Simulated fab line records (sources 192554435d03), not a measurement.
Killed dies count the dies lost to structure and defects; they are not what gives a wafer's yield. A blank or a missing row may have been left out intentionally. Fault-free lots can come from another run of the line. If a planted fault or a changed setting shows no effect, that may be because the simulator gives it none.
Matching of chambers | flow n5-finfet | N5_PASSIVATION_PECVD_00 on pecvd-01: 3 sister chambers
The step deposits SiO2 from SiH4/N2O, target thk 200 nm, time 11.2 s. 14 wafers are shown with their chamber, then 7 later ones without.

## WAFERS, EACH WITH ITS CHAMBER
wafer  | chamber | throttle-valve-pct (%) | showerhead-plenum-p-Torr (Torr) | heater-power-w (W)
L923.1 | 2       | 47                     | 7.94                            | 621
L923.4 | 0       | 50                     | 8.39                            | 697
L923.5 | 1       | 56                     | 8.26                            | 795
L926.1 | 1       | 56                     | 8.25                            | 785
L926.5 | 1       | 56                     | 8.25                            | 813
L926.6 | 2       | 47                     | 7.95                            | 549
L929.2 | 1       | 56                     | 8.25                            | 755
L929.3 | 0       | 50                     | 8.40                            | 690
L929.6 | 2       | 47                     | 7.94                            | 614
L936.4 | 1       | 56                     | 8.26                            | 667
L936.5 | 2       | 47                     | 7.95                            | 687
L936.6 | 0       | 51                     | 8.41                            | 629
L933.1 | 2       | 47                     | 7.97                            | 663
L933.4 | 1       | 56                     | 8.28                            | 775

SIGNATURES, as means of the wafers listed above
reading                  | chamber 0 | chamber 1 | chamber 2 | scatter within a chamber
throttle-valve-pct       | 50.33     | 56.00     | 47.00     | 0.246
showerhead-plenum-p-Torr | 8.4000    | 8.2583    | 7.9500    | 0.0116
heater-power-w           | 672.00    | 765.00    | 626.80    | 49.9
Rule: distance of a wafer from a chamber = root of the sum over the readings of ((wafer's reading minus chamber's mean) / reading's scatter) squared. The wafer belongs to the nearest chamber; if the next one is less than 2 further off, it can't be placed. The scatter: the root of (the sum of the squares of (reading less its chamber's mean) over the shown wafers, divided by (wafers less chambers)).

## WAFERS WITH NO CHAMBER GIVEN
wafer  | throttle-valve-pct (%) | showerhead-plenum-p-Torr (Torr) | heater-power-w (W)
L933.5 | 47                     | 7.96                            | 661
L934.2 | 47                     | 7.94                            | 605
L934.3 | 50                     | 8.41                            | 719
L934.6 | 47                     | 7.94                            | 631
L935.1 | 51                     | 8.39                            | 623
L935.5 | 50                     | 8.40                            | 647
L935.6 | 47                     | 7.99                            | 628

## EACH ONE'S CHAMBER
wafer  | from the rows above | in truth
L933.5 | 2                   | 2
L934.2 | 2                   | 2
L934.3 | 0                   | 0
L934.6 | 2                   | 2
L935.1 | 0                   | 0
L935.5 | 0                   | 0
L935.6 | 2                   | 2
7 of 7 placed correctly. From these rows, 0 cannot be placed. Number placed wrongly: 0.
